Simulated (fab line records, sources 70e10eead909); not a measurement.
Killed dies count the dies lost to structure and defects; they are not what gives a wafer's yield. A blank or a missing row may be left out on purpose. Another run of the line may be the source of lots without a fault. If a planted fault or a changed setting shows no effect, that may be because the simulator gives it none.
Chamber matching | flow nand-harc | NHARC_A_STAIRCASE_DEP_471 on pecvd-02 has 3 sister chambers
The step deposits SiO2, target thk 100 nm. 6 wafers are shown with their chamber, then 11 later ones without.

== EACH WAFER AND ITS CHAMBER ==
wafer  | chamber | heater-power-w (W) | flow-sccm (sccm)
L086.2 | 2       | 853                | 2650
L092.6 | 1       | 621                | 2655
L090.1 | 0       | 589                | 2651
L090.3 | 2       | 745                | 2648
L090.6 | 1       | 576                | 2661
L093.2 | 0       | 550                | 2652

== WAFERS WHOSE CHAMBER IS MISSING ==
wafer  | heater-power-w (W) | flow-sccm (sccm)
L093.3 | 595                | 2647
L093.4 | 631                | 2651
L094.4 | 881                | 2638
L094.5 | 606                | 2652
L094.6 | 602                | 2647
L095.2 | 534                | 2656
L095.5 | 595                | 2636
L095.6 | 553                | 2650
L096.3 | 585                | 2644
L096.4 | 727                | 2656
L096.5 | 600                | 2639

== THE CHAMBER EACH PASSED THROUGH ==
wafer  | from the rows above          | in truth
L093.3 | 0                            | 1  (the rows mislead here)
L093.4 | can't be placed: 0 or 1      | 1
L094.4 | 2                            | 2
L094.5 | can't be placed: 0 or 1      | 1
L094.6 | 0                            | 0
L095.2 | can't be placed: 1 or 0      | 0
L095.5 | can't be placed: 0 or 2      | 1
L095.6 | 0                            | 0
L096.3 | can't be placed: 0 or 2      | 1
L096.4 | can't be placed: 1 or 2 or 0 | 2
L096.5 | can't be placed: 0 or 2      | 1
3 of 11 placed correctly. Can't be placed from these rows: 7 (the true chamber is among the candidates in 4). 1 placed wrongly.
How it was worked out, from the rows above alone: a wafer's distance from a chamber is the root of the sum, over the readings, of the square of ((its reading less the chamber's mean) divided by the reading's scatter). If the next closest chamber is less than 2 further off than the closest, the wafer can't be placed; otherwise it belongs to the closest. For every chamber, the mean is computed from those of its wafers that are shown. The scatter: take each reading less its chamber's mean, square it, sum over the shown wafers, divide by the number of wafers less the number of chambers, and take the root.
